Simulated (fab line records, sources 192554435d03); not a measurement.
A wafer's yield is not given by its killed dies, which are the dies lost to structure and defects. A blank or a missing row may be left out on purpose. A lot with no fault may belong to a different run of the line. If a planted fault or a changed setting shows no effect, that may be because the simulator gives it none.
Split-lot experiment -- flow n5_finfet -- 7 lots, 21 wafers read, on a route of 1938 steps

== THE SPLIT ITSELF ==
At N5_MOL_CONTACT_COAG_ALD_123 (deposits SiNx, target thk 5 nm, pulse time 1 s, purge time 2 s), the setting ald_cycles was moved away from the recipe's 100 on 9 of the 21 wafers read, by -12.0% to +15.0%. This setting was run at the recipe's value on the other wafers.

The split's own step is where the reading is taken.

== THE READING ==
SiNx_of_MOL_CONTACT_COAG_ALD_123.thk_nm (the simulator's own value, which no gauge read), in nm, at N5_MOL_CONTACT_COAG_ALD_123 (deposits SiNx, target thk 5 nm, pulse time 1 s, purge time 2 s). The file gives no usual value for it.

wafer,"tool, chamber at the split",ald_cycles as run,against the recipe,"SiNx_of_MOL_CONTACT_COAG_ALD_123.thk_nm, nm",against lot-mates on the recipe
L075.1,"ald_sin-02, 3",100,recipe,5,-
L075.3,"ald_sin-02, 2,1",88,-12.0%,4.4,-0.6
L075.5,"ald_sin-02, 2,1",88,-12.0%,4.4,-0.6
L078.3,"ald_sin-04, 0,3",94,-6.0%,4.6,-0.4
L078.4,"ald_sin-04, 0,3",94,-6.0%,4.6,-0.4
L078.6,"ald_sin-04, 1",100,recipe,5,-
L082.1,"ald_sin-01, 2",108,+8.0%,5.4,+0.4
L082.3,"ald_sin-01, 1,0",100,recipe,5,-
L082.5,"ald_sin-01, 1,0",100,recipe,5,-
L083.4,"ald_sin-02, 0,2,3",100,recipe,5,-
L083.5,"ald_sin-02, 0,2,3",100,recipe,5,-
L083.6,"ald_sin-02, 0,2,3",100,recipe,5,-
L084.1,"ald_sin-01, 3,0,2",100,recipe,5,-
L084.4,"ald_sin-01, 3,0,2",100,recipe,5,-
L084.5,"ald_sin-01, 3,0,2",100,recipe,5,-
L087.1,"ald_sin-01, 3,0,2",115,+15.0%,5.8,no lot-mate on the recipe
L087.2,"ald_sin-01, 3,0,2",115,+15.0%,5.8,no lot-mate on the recipe
L087.4,"ald_sin-01, 3,0,2",115,+15.0%,5.8,no lot-mate on the recipe
L093.1,"ald_sin-01, 3,1",100,recipe,5,-
L093.5,"ald_sin-01, 3,1",100,recipe,5,-
L093.4,"ald_sin-01, 2",109,+9.0%,5.4,+0.4
The file does not say which wafer passed through which chamber wherever a row lists several chambers: such a row stands for several wafers.

FIT RESULTS
A straight line over all 21 wafers: SiNx_of_MOL_CONTACT_COAG_ALD_123.thk_nm changes by +0.0527 nm for each +1% of ald_cycles; r = +1.00; the points scatter about the line by 0.033 nm.
The same after taking each lot's own level away (the mean of its wafers on the recipe; 18 wafers): +0.051 nm for each +1%; r = +0.99; scatter 0.034 nm.
According to that fit, moving ald_cycles by its largest amount changes the reading by 0.77 nm.
The lots' own levels span 5.00 to 5.00 nm.
The two slopes are in agreement: the lot-to-lot level therefore moves the slope only a little.
Check: -0.636 nm against its lot-mates is what the line predicts for one of the wafers moved furthest among these (-12.0%) when that wafer is left out of the fit. It came out at -0.6 nm against them.

== THESE WAFERS: OTHER SPLITS ==
Before the reading, these wafers also passed through other splits. Each is held against what the fit with the lots' levels taken away leaves over:
other split on the same wafers,wafers away from the commonest value,r with SiNx_of_MOL_CONTACT_COAG_ALD_123.thk_nm (lot level and that fit taken away)
N5_WELL_APT_COAT_19 spin_rpm,8,-0.06
N5_WELL_APT_PEB_23 peb_time_s,8,-0.08
N5_FIN_SAQP_SPACER1_ALD_24 temp_c,6,+0.22
N5_DUMMY_GATE_ETCH_42 bias_w,10,-0.05
N5_SPACER0_ALD_00 ald_cycles,11,+0.67
N5_SD_EPI_P_COAT_03 spin_rpm,8,+0.24
N5_ILD0_CMP_03 down_force_psi,12,+0.33
N5_HKMG_FIN_ETCH_55 bias_w,6,-0.02
N5_MOL_CONTACT_COAG_CMP_23 down_force_psi,6,+0.09

== THE FILE'S OWN FIT ==
SiNx_of_MOL_CONTACT_COAG_ALD_123.thk_nm changes by +0.0505 nm for each +1% of ald_cycles, r = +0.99.
